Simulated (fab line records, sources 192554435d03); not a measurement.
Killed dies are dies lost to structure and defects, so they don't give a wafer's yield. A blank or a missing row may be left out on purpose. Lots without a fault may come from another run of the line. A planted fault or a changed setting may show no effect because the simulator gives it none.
A struck lot beside a sound one | flow n5_finfet | 25 steps out of a route of 1938
Sound: wafers L350.3, L350.4, L350.6. Struck: wafers L347.1, L347.3, L347.5. The cause comes at the end.
At each step with rows: each side's tool, then ch and its chambers, then its first start. Under that, the readings that differ: sound wafers | struck wafers | difference of the means | sigmas: that difference in standard deviations of wafers without a fault.
alike: readings whose means differ by less than 2 such deviations, and words and numbers that are the same on both sides. not compared: withheld readings, readings that some wafer has no value for, bounds like >300 that may hide the same value, and numbers for which the record gives no deviation and whose values overlap.
The two part at a step that has a row with sigmas, a row that says differs or no value, or rows on one side only. Numbers that don't overlap but have no deviation are shown without sigmas and don't part them. A reading that every wafer of one side lacks parts them only if that side has two wafers or more.

first, 2 steps without rows for these wafers: N5_BEOL_M0_TRENCH_ETCH_107 (etches SiOC in C4F6/O2, target depth 32.8 nm, time 16.4 s); N5_BEOL_M0_STRIP_142 (strips in N2/H2, time 10 s).
N5_BEOL_M0_OCD_MEAS_108:
  sound on ocd-01, day 10 20:11; struck on ocd-02, day 10 07:26
  alike: trench_depth_nm
then, 2 steps without rows for these wafers: N5_BEOL_M0_HM_STRIP_129 (strips TiN in peroxide tin strip, target depth 17 nm, time 108 s); N5_BEOL_M0_SRD_130 (time 30 s).
N5_BEOL_M0_ETCH_109: etches SiCN in CH3F/O2, target depth 8 nm, overetch 2.4 nm, time 27.4 s.
  sound on rie_diel-03 ch 0,1, day 10 20:17; struck on rie_diel-03 ch 0,3, day 10 07:32
  alike: drypump_motor_current_A, oes_product_au, rf_vpp_V, showerhead_plenum_p_Torr, throttle_valve_pct
  not compared: rf_hours_counter_h
then, 3 steps without rows for these wafers: N5_BEOL_M0_STRIP_139 (strips in post etch residue remover, time 60 s); N5_BEOL_M0_SRD_111 (time 30 s); N5_BEOL_M0_DEGAS_112 (time 60 s).
N5_BEOL_M0_PRE_CLEAN_113: time 30 s.
  sound on pvd_sputter-03, day 10 20:30; struck on pvd_sputter-03, day 10 08:25
  alike: heater_power_w
N5_BEOL_M0_ALD_136: deposits TaN, pulse time 2 s, purge time 3 s, co reactant purge time 2 s.
  sound on ald_metal-04 ch 0,2,3, day 10 20:34; struck on ald_metal-04 ch 0,2,3, day 10 08:30
  alike: heater_power_w
then, 1 step without rows for these wafers: N5_BEOL_M0_SURFACE_TREAT_137.
N5_BEOL_M0_CVD_115: deposits Co from CCTBA/H2, time 120 s.
  sound on cvd_co-02 ch 0,1,2, day 10 21:02; struck on cvd_co-01 ch 1,2, day 10 09:04
  no value came back on the struck wafers for chamber_pressure_Torr (Torr), run_length_s (s); on the sound wafers chamber_pressure_Torr (Torr) reads 30.02 29.98 30.01
then, 5 steps without rows for these wafers: N5_BEOL_M0_SPUTTER_116 (material Cu, target thk 4 nm, time 7.37 s); N5_BEOL_M0_ANNEAL_117 (time 60 s); N5_BEOL_M0_SPUTTER_132 (material Cu, target thk 4 nm, time 7.37 s); N5_BEOL_M0_ANNEAL_133 (time 60 s); N5_BEOL_M0_SPUTTER_134 (material Cu, target thk 4 nm, time 7.37 s).
N5_BEOL_M0_ANNEAL_135: time 60 s.
  sound on pvd_sputter-01, day 10 21:29; struck on pvd_sputter-01, day 10 09:34
  alike: heater_power_w
N5_BEOL_M0_SPUTTER_141: material Cu, target thk 4 nm, time 7.37 s.
  sound on pvd_sputter-01, day 10 21:31; struck on pvd_sputter-01, day 10 09:37
  alike: chuck_gas_flow_sccm, throttle_valve_pct
then, 2 steps without rows for these wafers: N5_BEOL_M0_ECD_118 (material Cu, target thk 300 nm); N5_BEOL_M0_ANNEAL_119 (time 90 s).
N5_BEOL_M0_CMP_120: polishes, stops on SiOC, t overpolish 6.9 s.
  sound on cmp-01 ch 0,3, day 10 23:01; struck on cmp-04 ch 0,3, day 10 10:16
  reading                      | sound          | struck         | difference | sigmas
  barrier_field_endpoint_s (s) | 3.59 3.69 3.54 | 1.79 1.80 1.81 | -1.81      | -18
  alike: edge_zone_pressure_frac, motor_current_A
N5_BEOL_M4_RC_MEAS_101:
  the record has rows for the sound wafers here (prober-01 ch 0, day 15 02:56) and none for the struck ones
-- the record jumps here: 9 days lie between the struck wafers' starts before and after (it left off in module BEOL_M4 and takes up again in module PASSIVATION, whose first step shown is number 1936 of the route) --
N5_PASSIVATION_PROBE_49:
  sound on prober-01, day 20 05:08; struck on prober-01, day 19 19:10
  reading                  | sound          | struck         | difference | sigmas
  defect_limited_yield (%) | 92.0 89.9 89.9 | 0 0 0          | -91        | -70
  killed_at_M0_to_M3       | 28 59 56       | 1107 1104 1115 | +1061      | +96
  killed_dies              | 94 119 119     | 1180 1180 1180 | +1069      | +67
  killed_on_rim            | 11 18 16       | 152 152 152    | +137       | +34
  sort_bin_5_function (%)  | 4.9 6.2 6.5    | 88.9 88.9 88.7 | +83.0      | +99
  sort_bin_6_memory (%)    | 2.9 3.6 3.2    | 10.8 10.7 11.0 | +7.6       | +11
  sort_n_pass              | 1086 1061 1061 | 0 0 0          | -1069      | -67
  sort_yield_pct (%)       | 92.0 89.9 89.9 | 0 0 0          | -91        | -70
  alike: killed_at_M4_up, killed_at_contacts, killed_at_front_end, killed_at_other, killed_open, killed_short

WHERE THEY PART
First at N5_BEOL_M0_CVD_115; last, within this record, at N5_PASSIVATION_PROBE_49.

WHY: what the simulator had put in
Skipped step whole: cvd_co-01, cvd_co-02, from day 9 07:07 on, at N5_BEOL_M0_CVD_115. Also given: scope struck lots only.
